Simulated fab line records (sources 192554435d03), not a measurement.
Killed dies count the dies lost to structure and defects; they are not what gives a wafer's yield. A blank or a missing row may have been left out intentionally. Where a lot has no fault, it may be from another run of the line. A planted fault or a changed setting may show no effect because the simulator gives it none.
fab line records	flow n5_finfet
record lots=13	wafers=37	last_day=16
route steps=1938 shown HKMG_FIN@409
lots with no fault: from the same line, run without faults
start_h: the number of hours between the record's first day and the start of the first shown wafer of the lot	wait_h: hours from the lot's prior step to this one	" repeats the value in the row above	L1.1+2: a single row standing in for several wafers	- no value present, or no start provided	* or withheld: withheld	< > ~ a bound
route shown NAME@n: NAME is a module with steps in the file, n the number in the route of the first one	usual: mean and standard deviation over wafers with no fault	same: alike in all rows	chamber/n: place in a boat	sites: per-site readings	_std_site: how widely they spread, as a standard deviation	_edge_site: mean of outer sites minus mean of inner sites	radius_mm: for every site, how far away it sits from the centre of the wafer	mask NAME#n: copy n	behind: the last tool/chamber to shape the wafer	hold: why the lot went on hold/how many hours it stayed there/how the hold came to an end	device: whichever transistor did not switch (one of n, p or np)	end of line: at the end of the route, the tests of the same wafers	a step with no rows: only its recipe	killed: count of dies lost to structure and defects at first sort (not the wafer's yield)	map: per-die view of a wafer (x killed, . not killed, _ where there is no die)
set.NAME: setting as actually run; set.NAME@STEP: the setting as run at that earlier step	model.NAME: the simulator's own value behind a step, which no gauge read
the route's steps for a sample of lots (tables are steps, rows are wafers)
services: from which hour (start_h, from the record's first day; less than 0 if before it) a tool's chamber was out of use, for how many hours, and why
## steps
# step N5_HKMG_FIN_STRIP_60
# recipe chemistry=N2/H2	power_w=2500	temp_c=300	h2_frac=0.65	time_s=360	pressure_mtorr=withheld	n2_flow_sccm=1750	h2_flow_sccm=3250
# usual drypump_motor_current_A=5.10/0.29	heater_power_w=475/51	temp_c=299.95/0.18
lot.wafer	tool	chamber	start_h	wait_h	drypump_motor_current_A	heater_power_w	rf_hours_counter_h	temp_c
L459.2	plasma_asher-01	1	75.58	0.0	4.94	483	81	300.35
L459.4	"	0	"	"	4.92	514	-	299.89
L459.5	"	0	"	"	4.93	524	-	300.05
L461.1	plasma_asher-01	1	92.46	0.0	4.89	479	85	299.89
L461.2	"	0	"	"	4.93	513	85	300.14
L461.6	"	1	"	"	4.92	465	-	300.05
L463.1	plasma_asher-01	0	97.18	0.0	4.91	525	85	299.70
L463.2	"	1	"	"	4.93	468	85	300.12
L463.6	"	0	"	"	4.91	524	-	299.93
L462.2	plasma_asher-01	0	101.90	0.0	4.94	519	86	299.91
L462.3	"	0	"	"	4.91	508	-	299.78
L462.4	"	1	"	"	4.94	465	-	300.08
L465.1	plasma_asher-01	1	109.75	0.0	4.93	468	88	299.96
L465.2	"	0	"	"	4.92	515	88	299.92
L465.6	"	0	"	"	4.92	515	-	299.79
L467.2	plasma_asher-02	0	127.82	0.0	5.70	482	48	300.00
L467.5	"	1	"	"	5.42	358	-	300.06
L467.6	"	0	"	"	5.68	486	-	299.76
L468.1	plasma_asher-01	0	132.77	0.0	4.93	517	92	299.93
L468.2	"	1	"	"	4.91	464	92	299.73
L470.1	plasma_asher-02	0	150.76	0.0	5.68	490	52	299.86
L470.2	"	1	"	"	5.40	363	52	300.17
L470.6	"	1	"	"	5.43	364	-	300.14
L472.1	plasma_asher-02	1	157.04	0.0	5.43	368	54	299.75
L472.3	"	0	"	"	5.68	495	-	300.19
L472.5	"	1	"	"	5.42	365	-	299.91
L473.2	plasma_asher-01	0	162.99	0.0	4.93	522	98	299.60
L473.3	"	1	"	"	4.92	471	-	300.29
L473.6	"	0	"	"	4.93	516	-	299.68
L474.3	plasma_asher-01	1	167.46	0.1	4.93	462	-	299.67
L474.4	"	0	"	"	4.93	521	-	299.75
L474.6	"	1	"	"	4.89	476	-	299.73
L475.1	plasma_asher-01	0	171.12	0.0	4.93	529	101	299.72
L475.4	"	1	"	"	4.94	466	-	299.83
L475.6	"	0	"	"	4.93	522	-	299.69
L476.1	plasma_asher-01	1	182.65	0.0	4.91	466	106	299.87
L476.4	"	0	"	"	4.94	518	-	300.02
# step N5_HKMG_FIN_ALD_79
# recipe material=TiN	target_thk_a=15	temp_c=400	ald_precursor_family=TiCl4	ald_co_reactant=NH3	pulse_time_s=1	purge_time_s=3	co_reactant_purge_time_s=2	co_reactant_pulse_time_s=2	ald_cycles=68	pressure_torr=3
# usual ald_cycles=68/0	heater_power_w=872/76	precursor_pulse_height_rel=0.998/0.019
lot.wafer	tool	chamber	start_h	wait_h	ald_cycles	heater_power_w	precursor_pulse_height_rel
L459.2	ald_metal-04	2	76.08	0.0	68	978	0.960
L459.4	"	1	"	"	68	937	1.020
L459.5	"	3	"	"	68	913	0.986
L461.1	ald_metal-03	0	92.95	0.0	68	838	0.987
L461.2	"	3	"	"	68	692	1.027
L461.6	"	1	"	"	68	889	0.989
L463.1	ald_metal-04	1	97.67	0.0	68	918	0.987
L463.2	"	3	"	"	68	913	1.013
L463.6	"	3	"	"	68	899	1.024
L462.2	ald_metal-04	2	102.39	0.0	68	966	1.006
L462.3	"	3	"	"	68	903	0.979
L462.4	"	3	"	"	68	897	1.013
L465.1	ald_metal-04	2	110.24	0.0	68	999	1.000
L465.2	"	3	"	"	68	892	1.026
L465.6	"	2	"	"	68	982	0.995
L467.2	ald_metal-03	1	128.32	0.0	68	868	0.974
L467.5	"	2	"	"	68	810	1.004
L467.6	"	1	"	"	68	873	0.987
L468.1	ald_metal-04	2	133.25	0.0	68	995	0.998
L468.2	"	1	"	"	68	932	1.015
L470.1	ald_metal-01	1	151.25	0.0	68	904	0.983
L470.2	"	0	"	"	68	825	0.974
L470.6	"	2	"	"	68	952	0.987
L472.1	ald_metal-03	0	157.53	0.0	68	813	1.017
L472.3	"	1	"	"	68	883	1.014
L472.5	"	3	"	"	68	706	0.962
L473.2	ald_metal-01	0	163.48	0.0	68	825	1.014
L473.3	"	3	"	"	68	870	1.019
L473.6	"	0	"	"	68	836	0.988
L474.3	ald_metal-03	0	167.83	0.0	68	806	0.956
L474.4	"	1	"	"	68	923	0.987
L474.6	"	1	"	"	68	881	1.019
L475.1	ald_metal-04	2	171.62	0.0	68	1003	0.993
L475.4	"	1	"	"	68	917	1.019
L475.6	"	3	"	"	68	892	0.949
L476.1	ald_metal-04	1	183.14	0.0	68	909	1.006
L476.4	"	0	"	"	68	811	0.989
# step N5_HKMG_FIN_PWFM_ALD_03
# recipe material=TiN	target_thk_a=20	temp_c=400	ald_precursor_family=TiCl4	ald_co_reactant=NH3	pulse_time_s=1	purge_time_s=3	co_reactant_purge_time_s=2	co_reactant_pulse_time_s=2	ald_cycles=91	pressure_torr=3
# usual ald_cycles=91/0	heater_power_w=877/65	precursor_pulse_height_rel=1.001/0.02
lot.wafer	tool	chamber	start_h	wait_h	ald_cycles	heater_power_w	precursor_pulse_height_rel
L459.2	ald_metal-04	0	77.46	0.0	91	806	1.002
L459.4	"	2	"	"	91	1005	1.015
L459.5	"	2	"	"	91	998	1.017
L461.1	ald_metal-04	1	94.03	0.0	91	917	1.034
L461.2	"	3	"	"	91	900	0.973
L461.6	"	2	"	"	91	984	1.016
L463.1	ald_metal-04	2	98.75	0.0	91	985	0.991
L463.2	"	1	"	"	91	935	0.992
L463.6	"	3	"	"	91	881	1.008
L462.2	ald_metal-03	3	103.46	0.0	91	711	0.989
L462.3	"	1	"	"	91	890	0.995
L462.4	"	2	"	"	91	813	1.002
L465.1	ald_metal-04	2	111.33	0.0	91	963	0.999
L465.2	"	1	"	"	91	900	0.992
L465.6	"	1	"	"	91	925	0.998
L467.2	ald_metal-01	3	129.40	0.0	91	843	0.999
L467.5	"	2	"	"	91	930	0.943
L467.6	"	1	"	"	91	900	0.989
L468.1	ald_metal-01	1	134.38	0.0	91	891	1.005
L468.2	"	2	"	"	91	944	1.025
L470.1	ald_metal-01	0	152.33	0.0	91	837	0.983
L470.2	"	2	"	"	91	936	1.001
L470.6	"	3	"	"	91	849	1.030
L472.1	ald_metal-03	3	158.60	0.0	91	684	0.990
L472.3	"	0	"	"	91	806	1.006
L472.5	"	1	"	"	91	893	1.000
L473.2	ald_metal-04	1	164.60	0.0	91	953	1.005
L473.3	"	0	"	"	91	817	1.019
L473.6	"	1	"	"	91	933	1.012
L474.3	ald_metal-03	2	168.94	0.0	113	827	0.984
L474.4	"	3	"	"	91	686	1.003
L474.6	"	0	"	"	113	847	1.014
L475.1	ald_metal-03	1	172.95	0.0	91	876	0.992
L475.4	"	3	"	"	91	721	0.983
L475.6	"	3	"	"	113	717	0.995
L476.1	ald_metal-04	1	184.37	0.0	91	921	1.015
L476.4	"	0	"	"	91	825	0.999
# step N5_HKMG_FIN_INSPECT_14
# recipe mode=adi	inspect_instrument=macro
# usual raw_defect_count=2/1.4
lot.wafer	tool	chamber	start_h	wait_h	raw_defect_count
L459.2	defect_inspect-01	-	78.36	0.0	2
L459.4	"	-	"	"	2
L459.5	"	-	"	"	2
L461.1	defect_inspect-02	-	94.79	0.0	4
L461.2	"	-	"	"	2
L461.6	"	-	"	"	1
L463.1	defect_inspect-01	-	99.51	0.0	2
L463.2	"	-	"	"	1
L463.6	"	-	"	"	6
L462.2	defect_inspect-01	-	104.23	0.0	1
L462.3	"	-	"	"	2
L462.4	"	-	"	"	2
L465.1	defect_inspect-02	-	112.22	0.0	1
L465.2	"	-	"	"	1
L465.6	"	-	"	"	0
L467.2	defect_inspect-01	-	130.17	0.0	1
L467.5	"	-	"	"	2
L467.6	"	-	"	"	0
L468.1	defect_inspect-01	-	135.15	0.0	6
L468.2	"	-	"	"	1
L470.1	defect_inspect-02	-	153.22	0.0	0
L470.2	"	-	"	"	2
L470.6	"	-	"	"	1
L472.1	defect_inspect-01	-	159.50	0.0	1
L472.3	"	-	"	"	3
L472.5	"	-	"	"	0
L473.2	defect_inspect-02	-	165.49	0.0	2
L473.3	"	-	"	"	3
L473.6	"	-	"	"	0
L474.3	defect_inspect-01	-	169.71	0.0	1
L474.4	"	-	"	"	0
L474.6	"	-	"	"	2
L475.1	defect_inspect-02	-	173.84	0.0	2
L475.4	"	-	"	"	2
L475.6	"	-	"	"	1
L476.1	defect_inspect-02	-	185.27	0.0	1
L476.4	"	-	"	"	2
## services
tool	chamber	start_h	hours	kind
ald_metal-01	-	75.63	1.8	repair
ald_metal-04	0	89.24	36.0	repair
ald_metal-03	-	130.52	0.3	repair
ald_metal-03	-	130.98	6.0	pm
plasma_asher-02	-	134.18	1.1	repair
ald_metal-01	-	139.30	1.3	repair
plasma_asher-02	-	163.55	28.1	pm
## key
first_sign step=N5_HKMG_FIN_PWFM_ALD_03	reading=ald_cycles	direction=up	sigmas=99+	usual=*	struck=*
effect none on later readings
met_at N5_HKMG_FIN_PWFM_ALD_03
struck_lots L474,L475
struck_wafers L474.3,L474.6,L475.6
tester_left_out L474,L475
not_acting_at N5_HKMG_FIN_STRIP_60,N5_HKMG_FIN_ALD_79,N5_HKMG_FIN_INSPECT_14
onset_between 158.60 168.94
fault kind=process_parameter_drift	tool=ald_metal-03	chamber=-	onset_h=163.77	steps=N5_HKMG_FIN_PWFM_ALD_03	channel=ald_cycles	offset=*	shape=step	end_h=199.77	scope=struck_wafers_only	acts_in=*	stated=*
# tester_left_out: of these lots the tester's yield and bins aren't shown, on N5 and GAA mostly nor the transistor test; their killed dies are dies lost to structure and defects alone, not to doping, threshold or leakage, so they don't give the yield
